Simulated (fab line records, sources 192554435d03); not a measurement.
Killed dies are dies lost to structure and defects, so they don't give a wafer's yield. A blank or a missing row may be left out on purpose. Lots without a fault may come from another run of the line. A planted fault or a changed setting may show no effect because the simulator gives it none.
fab line records | flow n5_finfet
record lots=24 wafers=72 last_day=18
route steps=1938 shown GATE_CUT@489 MOL_CONTACT_COAG@545
lots that met no fault: from a run of the same line without faults
start_h: hours from the record's first day to the start of the lot's first wafer shown | wait_h: hours since the lot's step before | " the same as in the row above | L1.1+2: a row that stands for several wafers | - no value, or no start given | * or withheld: withheld | < > ~ a bound
route shown NAME@n: a module of which the file shows steps, and the number in the route of the first | usual: mean/standard deviation of fault-free wafers | same: alike in all rows | chamber/n: place in a boat | sites: the reading at each site | _std_site: their standard deviation | _edge_site: outer sites' mean less inner sites' | radius_mm: how far each site lies from the wafer's centre | mask NAME#n: copy n | behind: the tool/chamber that last shaped the wafer | hold: why the lot was held/for how many hours/how that ended | device: the transistor (n, p or np) that didn't switch | end of line: the same wafers' tests at the end of the route | a step without rows: its recipe alone | killed: dies lost to structure and defects at the first sort, not the wafer's yield | map: a wafer's dies, x killed, . not, _ none there
set.NAME: the setting as run; set.NAME@STEP: as run at that earlier step | model.NAME: the simulator's own value behind a step, which no gauge read
steps of the route over a sample of lots; a table a step, a row a wafer
services: from which hour (start_h, from the record's first day; less than 0 if before it) a tool's chamber was out of use, for how many hours, and why
## steps
# step N5_GATE_CUT_INSPECT_15
# recipe mode=adi inspect_instrument=brightfield
# usual raw_defect_count=142/42
# columns lot.wafer tool chamber start_h wait_h raw_defect_count
L074.3 defect_inspect-02 - 84.48 0.0 137
L074.4 " - " " 100
L074.6 " - " " 102
L075.1 defect_inspect-02 - 90.12 0.1 161
L075.3 " - " " 191
L075.5 " - " " 108
L076.3 defect_inspect-02 - 96.38 0.0 95
L076.5 " - " " 148
L076.6 " - " " 174
L077.1 defect_inspect-02 - 104.48 0.1 98
L077.2 " - " " 93
L077.6 " - " " 160
L078.3 defect_inspect-02 - 107.79 0.0 166
L078.5 " - " " 196
L078.6 " - " " 217
L079.2 defect_inspect-02 - 118.84 0.0 147
L079.3 " - " " 157
L079.6 " - " " 99
L080.1 defect_inspect-02 - 124.50 0.1 132
L080.2 " - " " 83
L080.3 " - " " 106
L081.1 defect_inspect-01 - 128.48 0.1 95
L081.3 " - " " 144
L081.6 " - " " 241
L082.4 defect_inspect-02 - 133.87 0.0 138
L082.5 " - " " 143
L082.6 " - " " 150
L083.3 defect_inspect-02 - 139.75 0.0 220
L083.4 " - " " 234
L083.6 " - " " 262
L084.1 defect_inspect-01 - 149.08 0.1 113
L084.4 " - " " 118
L084.6 " - " " 99
L085.2 defect_inspect-02 - 149.23 0.0 153
L085.3 " - " " 143
L085.4 " - " " 124
L086.1 defect_inspect-02 - 156.52 0.1 125
L086.2 " - " " 111
L086.3 " - " " 113
L087.1 defect_inspect-01 - 162.21 0.1 78
L087.4 " - " " 165
L087.5 " - " " 93
L088.1 defect_inspect-01 - 169.83 0.1 101
L088.3 " - " " 145
L088.6 " - " " 112
L089.3 defect_inspect-02 - 175.51 0.0 145
L089.4 " - " " 200
L089.6 " - " " 200
L090.2 defect_inspect-01 - 179.52 0.0 134
L090.4 " - " " 83
L090.6 " - " " 108
L091.2 defect_inspect-02 - 188.71 0.0 174
L091.4 " - " " 130
L091.5 " - " " 140
L093.2 defect_inspect-01 - 197.79 0.0 129
L093.4 " - " " 119
L093.5 " - " " 112
L092.1 defect_inspect-01 - 203.49 0.1 72
L092.2 " - " " 126
L092.5 " - " " 126
L094.3 defect_inspect-01 - 204.44 0.0 154
L094.4 " - " " 154
L094.5 " - " " 165
L095.2 defect_inspect-02 - 212.27 0.0 151
L095.3 " - " " 166
L095.5 " - " " 203
L096.2 defect_inspect-01 - 217.31 0.0 154
L096.4 " - " " 125
L096.6 " - " " 89
L097.2 defect_inspect-02 - 222.54 0.0 144
L097.3 " - " " 153
L097.5 " - " " 125
# step N5_GATE_CUT_ETCH_19
# recipe chemistry=CH3F/O2 target=SiNx mask_material=SiO2 target_depth_a=537 time_s=76.7 pressure_mtorr=30 source_w=395 bias_w=73 Ar_flow_sccm=150 CH3F_flow_sccm=30 O2_flow_sccm=20 ion_energy_ev=120 ends=cleared
# usual drypump_motor_current_A=5.79/0.27 etch_rf_on_time_s=76.7/1.3 oes_o_777_au=0.78/0.09 oes_product_au=0.67/0.074 rf_vpp_V=298/4.4 showerhead_plenum_p_Torr=2.02/0.069 throttle_valve_pct=16.30/0.25
# columns lot.wafer tool chamber start_h wait_h drypump_motor_current_A etch_rf_on_time_s oes_o_777_au oes_product_au rf_hours_counter_h rf_vpp_V showerhead_plenum_p_Torr throttle_valve_pct
L074.3 rie_diel-05 0 84.96 0.0 5.62 77.6 0.66 0.58 226 305 2.06 16.22
L074.4 " 1 " " 5.91 76.3 0.72 0.62 175 299 2.08 16.64
L074.6 " 0 " " 5.63 77.7 0.66 0.58 - 305 2.06 16.23
L075.1 rie_diel-06 2 90.44 0.0 5.85 75.5 0.78 0.66 140 303 2.00 16.45
L075.3 " 3 " " 5.84 76.9 0.91 0.77 25 293 1.96 15.90
L075.5 " 1 " " 5.41 76.4 0.79 0.67 - 299 2.08 16.30
L076.3 rie_diel-05 1 96.70 0.0 5.93 77.0 0.73 0.61 179 297 2.08 16.64
L076.5 " 0 " " 5.62 77.4 0.66 0.58 - 306 2.06 16.25
L076.6 " 1 " " 5.93 76.5 0.72 0.62 - 299 2.08 16.65
L077.1 rie_diel-05 0 104.79 0.0 5.62 77.4 0.65 0.58 234 305 2.05 16.24
L077.2 " 1 " " 5.91 76.7 0.72 0.61 183 299 2.08 16.67
L077.6 " 1 " " 5.89 77.2 0.72 0.61 - 299 2.08 16.65
L078.3 rie_diel-05 2 108.11 0.0 6.02 77.6 0.71 0.61 174 290 1.91 16.59
L078.5 " 2 " " 6.03 77.8 0.71 0.61 - 289 1.91 16.60
L078.6 " 1 " " 5.91 76.9 0.72 0.61 - 299 2.08 16.66
L079.2 rie_diel-06 1 119.16 0.0 5.41 76.3 0.79 0.67 136 298 2.08 16.31
L079.3 " 3 " " 5.86 76.3 0.90 0.76 34 293 1.95 15.91
L079.6 " 0 " " 6.10 75.8 0.71 0.63 - 291 2.00 16.56
L080.1 rie_diel-03 1 124.82 0.0 6.33 78.2 0.73 0.63 146 298 2.08 16.02
L080.2 " 0 " " 5.61 75.3 0.95 0.81 18 302 2.05 16.08
L080.3 " 3 " " 5.45 77.2 0.80 0.69 102 301 1.94 16.41
L081.1 rie_diel-06 1 128.80 0.0 5.42 76.1 0.79 0.66 139 297 2.08 16.32
L081.3 " 3 " " 5.84 75.5 0.89 0.77 37 292 1.95 15.92
L081.6 " 0 " " 6.10 76.9 0.70 0.61 - 293 2.00 16.55
L082.4 rie_diel-05 0 134.18 0.0 5.61 77.4 0.65 0.57 243 305 2.05 16.26
L082.5 " 2 " " 6.06 77.3 0.70 0.61 - 290 1.91 16.62
L082.6 " 1 " " 5.91 77.6 0.72 0.60 - 298 2.08 16.68
L083.3 rie_diel-06 1 140.24 0.0 5.41 75.6 0.79 0.66 142 298 2.08 16.33
L083.4 " 0 " " 6.09 76.0 0.70 0.62 197 291 2.00 16.57
L083.6 " 0 " " 6.06 76.2 0.70 0.62 - 292 2.00 16.54
L084.1 rie_diel-05 3 149.45 0.0 5.62 75.6 0.94 0.79 13 298 2.04 16.17
L084.4 " 1 " " 5.92 77.3 0.71 0.60 196 299 2.08 16.69
L084.6 " 1 " " 5.90 77.6 0.71 0.60 - 299 2.08 16.67
L085.2 rie_diel-03 3 149.80 0.0 5.47 75.7 0.79 0.69 109 300 1.94 16.43
L085.3 " 0 " " 5.62 75.2 0.94 0.79 25 301 2.04 16.10
L085.4 " 2 " " 5.72 75.4 0.91 0.77 38 300 2.13 16.01
L086.1 rie_diel-03 3 157.02 0.0 5.48 77.4 0.79 0.69 112 299 1.94 16.43
L086.2 " 2 " " 5.71 76.5 0.90 0.76 40 299 2.13 16.01
L086.3 " 0 " " 5.63 75.6 0.93 0.79 27 301 2.04 16.09
L087.1 rie_diel-03 0 162.53 0.0 5.60 74.9 0.93 0.79 29 301 2.04 16.11
L087.4 " 2 " " 5.73 75.5 0.90 0.76 42 300 2.13 16.00
L087.5 " 3 " " 5.46 76.4 0.79 0.69 - 300 1.94 16.45
L088.1 rie_diel-03 2 170.21 0.0 5.69 75.5 0.89 0.76 44 300 2.13 16.00
L088.3 " 3 " " 5.48 76.0 0.79 0.69 116 300 1.93 16.44
L088.6 " 0 " " 5.59 75.4 0.92 0.78 - 302 2.04 16.11
L089.3 rie_diel-03 0 176.02 0.0 5.59 74.5 0.92 0.79 33 303 2.04 16.10
L089.4 " 3 " " 5.46 75.8 0.79 0.68 117 299 1.93 16.44
L089.6 " 2 " " 5.72 75.6 0.89 0.76 - 299 2.13 16.03
L090.2 rie_diel-03 0 179.99 0.0 5.62 75.1 0.91 0.78 34 302 2.04 16.12
L090.4 " 1 " " 6.30 79.1 0.71 0.62 162 298 2.08 16.06
L090.6 " 0 " " 5.61 75.2 0.92 0.77 - 300 2.04 16.14
L091.2 rie_diel-03 2 189.03 0.0 5.70 76.2 0.88 0.75 51 300 2.13 16.03
L091.4 " 0 " " 5.64 76.2 0.92 0.76 - 301 2.04 16.11
L091.5 " 1 " " 6.36 79.9 0.71 0.61 - 298 2.08 16.08
L093.2 rie_diel-06 3 198.23 0.0 5.84 77.8 0.85 0.72 59 294 1.94 15.97
L093.4 " 2 " " 5.84 75.2 0.75 0.64 169 304 1.99 16.47
L093.5 " 2 " " 5.81 74.9 0.75 0.64 - 303 1.99 16.48
L092.1 rie_diel-05 2 203.81 0.0 6.06 77.7 0.69 0.59 208 289 1.90 16.68
L092.2 " 1 " " 5.89 77.4 0.69 0.59 217 298 2.07 16.71
L092.5 " 2 " " 6.07 77.5 0.69 0.59 - 289 1.90 16.68
L094.3 rie_diel-03 0 204.76 0.0 5.60 75.3 0.90 0.76 45 301 2.04 16.14
L094.4 " 3 " " 5.45 76.3 0.78 0.68 124 299 1.93 16.45
L094.5 " 1 " " 6.35 79.8 0.71 0.60 - 298 2.08 16.08
L095.2 rie_diel-05 1 212.58 0.0 5.94 77.2 0.69 0.59 219 299 2.07 16.73
L095.3 " 0 " " 5.65 77.8 0.89 0.79 12 304 2.05 15.83
L095.5 " 2 " " 6.07 78.0 0.69 0.59 - 288 1.90 16.67
L096.2 rie_diel-06 0 217.82 0.0 6.11 78.4 0.69 0.60 222 293 1.99 16.62
L096.4 " 1 " " 5.41 77.3 0.77 0.63 166 296 2.07 16.36
L096.6 " 2 " " 5.84 75.2 0.75 0.64 - 302 1.98 16.49
L097.2 rie_diel-03 3 222.86 0.0 5.46 76.6 0.78 0.67 128 300 1.93 16.46
L097.3 " 0 " " 5.62 76.0 0.90 0.76 49 302 2.04 16.15
L097.5 " 3 " " 5.46 76.4 0.79 0.67 - 298 1.93 16.46
# step N5_GATE_CUT_VAPOR_ETCH_48
# recipe chemistry=BCl3/Cl2 target=TiN mode=isotropic
# usual drypump_motor_current_A=5.9/0.31 oes_product_au=0.73/0.12
# columns lot.wafer tool chamber start_h wait_h drypump_motor_current_A oes_product_au
L074.3 rie_metal-02 0 85.26 0.0 6.2 0.61
L074.4 " 1 " " 5.9 0.64
L074.6 " 1 " " 5.9 0.64
L075.1 rie_metal-02 1 90.73 0.0 5.9 0.63
L075.3 " 1 " " 5.9 0.64
L075.5 " 1 " " 5.9 0.64
L076.3 rie_metal-02 0 97.00 0.0 6.2 0.60
L076.5 " 1 " " 5.9 0.63
L076.6 " 0 " " 6.2 0.60
L077.1 rie_metal-01 0 105.08 0.0 6.3 0.79
L077.2 " 1 " " 5.7 0.81
L077.6 " 0 " " 6.3 0.80
L078.3 rie_metal-02 0 108.41 0.0 6.2 0.61
L078.5 " 1 " " 5.9 0.64
L078.6 " 0 " " 6.2 0.61
L079.2 rie_metal-03 1 119.64 0.1 5.4 0.88
L079.3 " 1 " " 5.4 0.87
L079.6 " 1 " " 5.4 0.87
L080.1 rie_metal-01 0 125.11 0.0 6.3 0.80
L080.2 " 1 " " 5.7 0.81
L080.3 " 1 " " 5.7 0.80
L081.1 rie_metal-02 1 129.09 0.0 5.9 0.64
L081.3 " 1 " " 5.9 0.64
L081.6 " 0 " " 6.2 0.61
L082.4 rie_metal-01 0 134.48 0.0 6.3 0.79
L082.5 " 1 " " 5.7 0.80
L082.6 " 0 " " 6.3 0.79
L083.3 rie_metal-01 0 140.54 0.0 6.3 0.79
L083.4 " 1 " " 5.7 0.80
L083.6 " 1 " " 5.7 0.80
L084.1 rie_metal-02 0 149.74 0.0 6.2 0.60
L084.4 " 1 " " 5.8 0.63
L084.6 " 0 " " 6.2 0.60
L085.2 rie_metal-02 1 150.09 0.0 5.8 0.62
L085.3 " 0 " " 6.2 0.60
L085.4 " 1 " " 5.9 0.64
L086.1 rie_metal-03 0 157.37 0.0 5.4 0.92
L086.2 " 1 " " 5.4 0.85
L086.3 " 1 " " 5.4 0.85
L087.1 rie_metal-02 1 162.82 0.0 5.9 0.62
L087.4 " 0 " " 6.2 0.61
L087.5 " 1 " " 5.8 0.62
L088.1 rie_metal-02 1 170.50 0.0 5.8 0.62
L088.3 " 0 " " 6.3 0.60
L088.6 " 0 " " 6.2 0.61
L089.3 rie_metal-01 1 176.32 0.0 5.7 0.78
L089.4 " 0 " " 6.3 0.77
L089.6 " 0 " " 6.4 0.78
L090.2 rie_metal-02 0 180.28 0.0 6.2 0.60
L090.4 " 1 " " 5.9 0.62
L090.6 " 0 " " 6.2 0.60
L091.2 rie_metal-03 0 189.31 0.0 5.4 0.90
L091.4 " 0 " " 5.5 0.92
L091.5 " 0 " " 5.5 0.92
L093.2 rie_metal-01 1 198.52 0.0 5.7 0.77
L093.4 " 1 " " 5.7 0.78
L093.5 " 0 " " 6.3 0.76
L092.1 rie_metal-02 1 204.09 0.0 5.9 0.61
L092.2 " 0 " " 6.2 1.01
L092.5 " 0 " " 6.2 1.00
L094.3 rie_metal-02 1 205.06 0.0 5.9 0.61
L094.4 " 0 " " 6.2 1.00
L094.5 " 1 " " 5.8 0.61
L095.2 rie_metal-01 1 212.87 0.0 5.7 0.77
L095.3 " 1 " " 5.7 0.77
L095.5 " 1 " " 5.7 0.77
L096.2 rie_metal-01 1 218.11 0.0 5.8 0.78
L096.4 " 1 " " 5.8 0.77
L096.6 " 1 " " 5.7 0.77
L097.2 rie_metal-03 1 223.15 0.0 5.5 0.82
L097.3 " 0 " " 5.5 0.88
L097.5 " 1 " " 5.4 0.83
# step N5_MOL_CONTACT_COAG_SIL_ANNEAL_21
# recipe temp_c=550 time_s=60 ambient=N2
# usual lamp_power_pct=6.201/0.022 lamp_zone_1_pct=6.202/0.022 wafer_temp_C_max=552.0/0.52
# columns lot.wafer tool chamber start_h wait_h lamp_power_pct lamp_zone_1_pct wafer_temp_C_max
L074.3 rtp_anneal-01 0 90.19 0.4 6.227 6.227 552.2
L074.4 " 0 " " 6.229 6.221 552.0
L074.6 " 0 " " 6.229 6.229 553.3
L075.1 rtp_anneal-01 0 95.70 0.2 6.228 6.229 552.5
L075.3 " 0 " " 6.230 6.239 552.1
L075.5 " 0 " " 6.229 6.231 552.5
L076.3 rtp_anneal-02 0 103.88 0.3 6.179 6.194 551.7
L076.5 " 0 " " 6.187 6.189 552.0
L076.6 " 0 " " 6.173 6.178 552.1
L077.1 rtp_anneal-02 0 112.11 0.3 6.185 6.195 552.8
L077.2 " 0 " " 6.176 6.170 551.9
L077.6 " 0 " " 6.186 6.181 551.6
L078.3 rtp_anneal-01 0 113.76 0.5 6.226 6.220 552.0
L078.5 " 0 " " 6.229 6.234 552.8
L078.6 " 0 " " 6.224 6.225 552.4
L079.2 rtp_anneal-01 0 127.20 0.2 6.217 6.225 553.0
L079.3 " 0 " " 6.237 6.230 552.8
L079.6 " 0 " " 6.219 6.224 553.3
L080.1 rtp_anneal-02 0 130.55 0.2 6.183 6.174 552.7
L080.2 " 0 " " 6.183 6.172 551.9
L080.3 " 0 " " 6.182 6.172 551.7
L081.1 rtp_anneal-01 0 135.91 0.2 6.229 6.231 552.4
L081.3 " 0 " " 6.228 6.224 552.8
L081.6 " 0 " " 6.229 6.225 552.4
L082.4 rtp_anneal-02 0 140.12 0.5 6.173 6.180 552.1
L082.5 " 0 " " 6.184 6.191 551.4
L082.6 " 0 " " 6.178 6.182 552.4
L083.3 rtp_anneal-02 0 145.76 0.3 6.182 6.187 552.2
L083.4 " 0 " " 6.177 6.174 552.1
L083.6 " 0 " " 6.191 6.175 551.8
L084.1 rtp_anneal-02 0 155.10 0.2 6.180 6.195 552.2
L084.4 " 0 " " 6.185 6.191 551.9
L084.6 " 0 " " 6.183 6.186 551.0
L085.2 rtp_anneal-01 0 157.33 0.2 6.228 6.226 552.3
L085.3 " 0 " " 6.228 6.227 551.8
L085.4 " 0 " " 6.232 6.228 552.2
L086.1 rtp_anneal-01 0 162.53 0.2 6.225 6.234 552.2
L086.2 " 0 " " 6.223 6.224 552.4
L086.3 " 0 " " 6.216 6.229 553.0
L087.1 rtp_anneal-02 0 167.49 0.2 6.181 6.189 552.0
L087.4 " 0 " " 6.187 6.191 551.3
L087.5 " 0 " " 6.181 6.174 552.0
L088.1 rtp_anneal-02 0 175.25 0.2 6.180 6.187 552.3
L088.3 " 0 " " 6.177 6.190 552.5
L088.6 " 0 " " 6.190 6.180 551.1
L089.3 rtp_anneal-01 0 182.79 0.3 6.228 6.238 552.1
L089.4 " 0 " " 6.223 6.230 552.1
L089.6 " 0 " " 6.219 6.230 552.4
L090.2 rtp_anneal-02 0 185.31 0.3 6.199 6.175 552.2
L090.4 " 0 " " 6.184 6.188 551.8
L090.6 " 0 " " 6.191 6.184 552.1
L091.2 rtp_anneal-02 0 194.84 0.3 6.182 6.187 552.0
L091.4 " 0 " " 6.176 6.183 551.5
L091.5 " 0 " " 6.183 6.194 551.8
L093.2 rtp_anneal-02 0 203.91 0.2 6.185 6.185 552.2
L093.4 " 0 " " 6.182 6.183 551.7
L093.5 " 0 " " 6.180 6.182 551.5
L092.1 rtp_anneal-01 0 210.32 0.2 6.221 6.231 552.0
L092.2 " 0 " " 6.228 6.223 551.6
L092.5 " 0 " " 6.227 6.222 552.8
L094.3 rtp_anneal-02 0 210.35 0.3 6.184 6.191 551.3
L094.4 " 0 " " 6.188 6.170 551.7
L094.5 " 0 " " 6.184 6.186 551.1
L095.2 rtp_anneal-01 0 217.90 0.4 6.219 6.224 552.4
L095.3 " 0 " " 6.231 6.228 552.7
L095.5 " 0 " " 6.228 6.223 552.2
L096.2 rtp_anneal-02 0 224.35 0.2 6.178 6.195 551.4
L096.4 " 0 " " 6.189 6.181 551.7
L096.6 " 0 " " 6.176 6.184 551.7
L097.2 rtp_anneal-02 0 228.27 0.2 6.182 6.181 551.5
L097.3 " 0 " " 6.165 6.178 551.5
L097.5 " 0 " " 6.181 6.191 551.0
# step N5_MOL_CONTACT_COAG_CO_FILL_22
# recipe material=Co target_thk_a=200 temp_c=200 precursor=CCTBA/H2 pressure_torr=30
# usual heater_power_w=227/10
# columns lot.wafer tool chamber start_h wait_h heater_power_w since_wet_clean_h
L074.3 cvd_co-02 2 90.60 0.1 239 173
L074.4 " 0 " " 223 -
L074.6 " 1 " " 235 -
L075.1 cvd_co-01 0 97.75 0.1 223 858
L075.3 " 0 " " 233 -
L075.5 " 0 " " 229 -
L076.3 cvd_co-02 0 104.81 0.1 217 646
L076.5 " 0 " " 217 -
L076.6 " 1 " " 230 -
L077.1 cvd_co-02 2 112.61 0.2 244 195
L077.2 " 1 " " 234 1091
L077.6 " 1 " " 233 -
L078.3 cvd_co-02 1 115.12 0.1 224 1094
L078.5 " 1 " " 232 -
L078.6 " 2 " " 236 -
L079.2 cvd_co-01 2 127.94 0.1 217 429
L079.3 " 2 " " 228 -
L079.6 " 0 " " 236 -
L080.1 cvd_co-01 0 131.54 0.1 241 892
L080.2 " 2 " " 229 432
L080.3 " 2 " " 223 -
L081.1 cvd_co-02 2 136.70 0.1 243 219
L081.3 " 0 " " 215 678
L081.6 " 2 " " 245 -
L082.4 cvd_co-01 1 140.73 0.4 209 -
L082.5 " 0 " " 231 -
L082.6 " 2 " " 234 -
L083.3 cvd_co-01 2 146.64 0.1 225 447
L083.4 " 1 " " 212 -
L083.6 " 0 " " 236 -
L084.1 cvd_co-02 1 157.42 0.1 232 1136
L084.4 " 2 " " 243 -
L084.6 " 0 " " 221 -
L085.2 cvd_co-01 2 157.95 0.1 220 459
L085.3 " 0 " " 234 918
L085.4 " 0 " " 234 -
L086.1 cvd_co-01 0 164.92 0.1 237 925
L086.2 " 1 " " 209 28
L086.3 " 2 " " 220 466
L087.1 cvd_co-02 2 169.23 0.1 237 251
L087.4 " 1 " " 231 -
L087.5 " 0 " " 218 -
L088.1 cvd_co-01 2 176.25 0.1 221 477
L088.3 " 1 " " 211 40
L088.6 " 2 " " 228 -
L089.3 cvd_co-01 1 183.36 0.1 207 47
L089.4 " 2 " " 228 -
L089.6 " 1 " " 205 -
L090.2 cvd_co-02 0 186.42 0.1 214 728
L090.4 " 0 " " 223 -
L090.6 " 2 " " 242 -
L091.2 cvd_co-02 1 195.67 0.1 233 1174
L091.4 " 2 " " 236 -
L091.5 " 1 " " 225 -
L093.2 cvd_co-01 1 205.72 0.1 213 69
L093.4 " 0 " " 233 -
L093.5 " 1 " " 211 -
L094.3 cvd_co-02 1 213.50 0.1 237 1192
L094.4 " 0 " " 226 -
L094.5 " 2 " " 239 -
L092.1 cvd_co-01 2 213.75 0.1 228 515
L092.2 " 0 " " 229 974
L092.5 " 2 " " 224 -
L095.2 cvd_co-01 1 218.47 0.1 211 82
L095.3 " 0 " " 229 979
L095.5 " 2 " " 225 -
L096.2 cvd_co-02 2 225.32 0.1 242 307
L096.4 " 1 " " 229 -
L096.6 " 2 " " 243 -
L097.2 cvd_co-01 2 230.11 0.1 225 531
L097.3 " 1 " " 202 94
L097.5 " 2 " " 230 -
# step N5_MOL_CONTACT_COAG_OVL_MEAS_85
# recipe points_per_wafer=522
# usual VG_OVL=-0.3/0.68
# columns lot.wafer tool chamber start_h wait_h VG_OVL[nm]
L074.3 overlay-02 0 98.03 0.0 0.9
L074.4 " 0 " " -0.9
L074.6 " 0 " " -0.2
L075.1 overlay-02 0 104.15 0.0 -0.6
L075.3 " 0 " " -0.6
L075.5 " 0 " " -1.1
L076.3 overlay-02 0 112.90 0.0 0.8
L076.5 " 0 " " -0.1
L076.6 " 0 " " 0.7
L077.1 overlay-01 0 120.43 0.0 0.2
L077.2 " 0 " " -0.3
L077.6 " 0 " " -1.2
L078.3 overlay-02 0 121.53 0.0 -1.2
L078.5 " 0 " " -0.5
L078.6 " 0 " " 0.0
L079.2 overlay-02 0 135.30 0.0 1.1
L079.3 " 0 " " 0.3
L079.6 " 0 " " 0.5
L080.1 overlay-01 0 139.51 0.0 0.6
L080.2 " 0 " " -0.2
L080.3 " 0 " " 0.8
L081.1 overlay-01 0 143.60 0.0 0.2
L081.3 " 0 " " 0.2
L081.6 " 0 " " 0.9
L082.4 overlay-02 0 147.49 0.0 -0.7
L082.5 " 0 " " 0.1
L082.6 " 0 " " -0.1
L083.3 overlay-02 0 152.80 0.0 -1.5
L083.4 " 0 " " -1.6
L083.6 " 0 " " -0.3
L084.1 overlay-01 0 163.04 0.0 -1.3
L084.4 " 0 " " -0.9
L084.6 " 0 " " -0.9
L085.2 overlay-02 0 165.23 0.0 -0.6
L085.3 " 0 " " 0.1
L085.4 " 0 " " -0.3
L086.1 overlay-01 0 172.90 0.0 -0.3
L086.2 " 0 " " -0.6
L086.3 " 0 " " -0.5
L087.1 overlay-02 0 180.04 0.0 -0.7
L087.4 " 0 " " -0.4
L087.5 " 0 " " -0.1
L088.1 overlay-02 0 184.07 0.0 -1.2
L088.3 " 0 " " -0.3
L088.6 " 0 " " -0.3
L089.3 overlay-02 0 189.63 0.0 1.4
L089.4 " 0 " " 1.4
L089.6 " 0 " " 1.0
L090.2 overlay-02 0 192.92 0.0 0.4
L090.4 " 0 " " 0.1
L090.6 " 0 " " 0.0
L091.2 overlay-02 0 202.00 0.0 -0.9
L091.4 " 0 " " -0.8
L091.5 " 0 " " 0.3
L093.2 overlay-02 0 213.11 0.0 -0.1
L093.4 " 0 " " -0.3
L093.5 " 0 " " -0.7
L094.3 overlay-02 0 220.95 0.1 0.1
L094.4 " 0 " " -0.3
L094.5 " 0 " " 0.1
L092.1 overlay-02 0 221.11 0.0 -0.9
L092.2 " 0 " " -0.5
L092.5 " 0 " " -2.0
L095.2 overlay-02 0 225.09 0.0 -1.4
L095.3 " 0 " " -1.5
L095.5 " 0 " " -1.4
L096.2 overlay-02 0 231.81 0.0 -0.5
L096.4 " 0 " " 0.5
L096.6 " 0 " " 0.6
L097.2 overlay-02 0 237.76 0.0 -0.3
L097.3 " 0 " " -0.9
L097.5 " 0 " " -1.0
## services
# columns tool chamber start_h hours kind
rie_diel-05 2 72.79 5.3 repair
cvd_co-02 2 76.76 12.6 repair
rie_diel-05 3 85.04 - clean
rie_diel-05 3 85.04 - consumable_replace:focus_ring
rie_diel-05 3 85.04 23.4 scheduled_down
rie_diel-05 3 85.04 23.4 vent_cycle
rie_diel-06 0 85.75 15.1 repair
rie_diel-06 2 92.67 2.6 repair
cvd_co-01 2 96.74 6.5 repair
cvd_co-01 1 114.67 - clean
cvd_co-01 1 114.67 22.0 scheduled_down
cvd_co-01 1 114.67 22.0 vent_cycle
cvd_co-01 - 120.11 5.2 repair
rie_diel-03 2 120.54 4.1 repair
rie_metal-02 - 120.62 4.0 pm
rtp_anneal-02 - 144.60 0.8 pm
rie_diel-03 - 157.42 0.6 repair
rie_diel-03 3 181.91 13.3 repair
rie_metal-02 0 182.77 - clean
rie_metal-02 0 182.77 20.1 scheduled_down
rie_metal-02 0 182.77 20.1 vent_cycle
rie_diel-05 3 199.25 6.7 repair
rie_metal-02 - 210.06 10.0 pm
rie_diel-05 - 215.61 0.7 repair
## key
fault none
